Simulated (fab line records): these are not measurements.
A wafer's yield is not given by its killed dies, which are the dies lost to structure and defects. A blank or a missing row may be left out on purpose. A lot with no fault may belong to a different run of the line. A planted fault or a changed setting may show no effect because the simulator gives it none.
Chamber matching || flow n5-finfet || N5_BEOL_M5_DESCUM_16 on rie-diel-05 has 4 sister chambers
The step chemistry O2, time 7 s. 14 wafers are shown with their chamber, then 7 later ones without.

EACH WAFER AND ITS CHAMBER
{"wafer": "L081.1", "chamber": 3, "drypump-motor-current-A (A)": 5.2, "showerhead-plenum-p-Torr (Torr)": 2.14, "throttle-valve-pct (%)": 20.39}
{"wafer": "L081.2", "chamber": 1, "drypump-motor-current-A (A)": 5.8, "showerhead-plenum-p-Torr (Torr)": 2.15, "throttle-valve-pct (%)": 20.58}
{"wafer": "L081.3", "chamber": 2, "drypump-motor-current-A (A)": 5.1, "showerhead-plenum-p-Torr (Torr)": 2.21, "throttle-valve-pct (%)": 20.34}
{"wafer": "L081.4", "chamber": 0, "drypump-motor-current-A (A)": 6.1, "showerhead-plenum-p-Torr (Torr)": 2.11, "throttle-valve-pct (%)": 20.29}
{"wafer": "L081.5", "chamber": 2, "drypump-motor-current-A (A)": 5.1, "showerhead-plenum-p-Torr (Torr)": 2.21, "throttle-valve-pct (%)": 20.35}
{"wafer": "L081.6", "chamber": 1, "drypump-motor-current-A (A)": 5.8, "showerhead-plenum-p-Torr (Torr)": 2.14, "throttle-valve-pct (%)": 20.56}
{"wafer": "L083.1", "chamber": 2, "drypump-motor-current-A (A)": 5.1, "showerhead-plenum-p-Torr (Torr)": 2.21, "throttle-valve-pct (%)": 20.34}
{"wafer": "L083.2", "chamber": 0, "drypump-motor-current-A (A)": 6.0, "showerhead-plenum-p-Torr (Torr)": 2.11, "throttle-valve-pct (%)": 20.29}
{"wafer": "L083.5", "chamber": 1, "drypump-motor-current-A (A)": 5.8, "showerhead-plenum-p-Torr (Torr)": 2.14, "throttle-valve-pct (%)": 20.57}
{"wafer": "L085.1", "chamber": 3, "drypump-motor-current-A (A)": 5.2, "showerhead-plenum-p-Torr (Torr)": 2.13, "throttle-valve-pct (%)": 20.42}
{"wafer": "L085.3", "chamber": 2, "drypump-motor-current-A (A)": 5.1, "showerhead-plenum-p-Torr (Torr)": 2.21, "throttle-valve-pct (%)": 20.35}
{"wafer": "L085.5", "chamber": 0, "drypump-motor-current-A (A)": 6.0, "showerhead-plenum-p-Torr (Torr)": 2.11, "throttle-valve-pct (%)": 20.32}
{"wafer": "L086.1", "chamber": 3, "drypump-motor-current-A (A)": 5.2, "showerhead-plenum-p-Torr (Torr)": 2.13, "throttle-valve-pct (%)": 20.43}
{"wafer": "L086.4", "chamber": 1, "drypump-motor-current-A (A)": 5.9, "showerhead-plenum-p-Torr (Torr)": 2.14, "throttle-valve-pct (%)": 20.58}

SIGNATURES (means of the wafers above)
{"reading": "drypump-motor-current-A", "chamber 0": 6.033, "chamber 1": 5.825, "chamber 2": 5.100, "chamber 3": 5.200, "scatter within a chamber": 0.0376}
{"reading": "showerhead-plenum-p-Torr", "chamber 0": 2.1100, "chamber 1": 2.1425, "chamber 2": 2.2100, "chamber 3": 2.1333, "scatter within a chamber": 0.00376}
{"reading": "throttle-valve-pct", "chamber 0": 20.3000, "chamber 1": 20.5725, "chamber 2": 20.3450, "chamber 3": 20.4133, "scatter within a chamber": 0.0136}
Rule: for a wafer and a chamber, the distance is found by dividing, reading by reading, the gap between the wafer's reading and the chamber's mean by the reading's scatter, squaring, summing and taking the root. If the next closest chamber is less than 2 further off than the closest, the wafer can't be placed; otherwise it belongs to the closest. The scatter is the square root of a quotient: the sum, over the shown wafers, of each reading's squared deviation from its chamber's mean, divided by wafers minus chambers.

WAFERS MISSING THEIR CHAMBER
{"wafer": "L086.5", "drypump-motor-current-A (A)": 5.1, "showerhead-plenum-p-Torr (Torr)": 2.21, "throttle-valve-pct (%)": 20.36}
{"wafer": "L093.1", "drypump-motor-current-A (A)": 6.1, "showerhead-plenum-p-Torr (Torr)": 2.10, "throttle-valve-pct (%)": 20.33}
{"wafer": "L093.5", "drypump-motor-current-A (A)": 6.1, "showerhead-plenum-p-Torr (Torr)": 2.10, "throttle-valve-pct (%)": 20.31}
{"wafer": "L093.6", "drypump-motor-current-A (A)": 5.2, "showerhead-plenum-p-Torr (Torr)": 2.13, "throttle-valve-pct (%)": 20.44}
{"wafer": "L096.2", "drypump-motor-current-A (A)": 6.1, "showerhead-plenum-p-Torr (Torr)": 2.10, "throttle-valve-pct (%)": 20.36}
{"wafer": "L096.4", "drypump-motor-current-A (A)": 5.1, "showerhead-plenum-p-Torr (Torr)": 2.20, "throttle-valve-pct (%)": 20.38}
{"wafer": "L096.6", "drypump-motor-current-A (A)": 6.1, "showerhead-plenum-p-Torr (Torr)": 2.10, "throttle-valve-pct (%)": 20.35}

THE CHAMBER EACH PASSED THROUGH
{"wafer": "L086.5", "from the rows above": 2, "in truth": 2}
{"wafer": "L093.1", "from the rows above": 0, "in truth": 0}
{"wafer": "L093.5", "from the rows above": 0, "in truth": 0}
{"wafer": "L093.6", "from the rows above": 3, "in truth": 3}
{"wafer": "L096.2", "from the rows above": 0, "in truth": 0}
{"wafer": "L096.4", "from the rows above": 2, "in truth": 2}
{"wafer": "L096.6", "from the rows above": 0, "in truth": 0}
Placed correctly: 7 of 7. Not placeable from these rows: 0. Placed wrongly: 0.
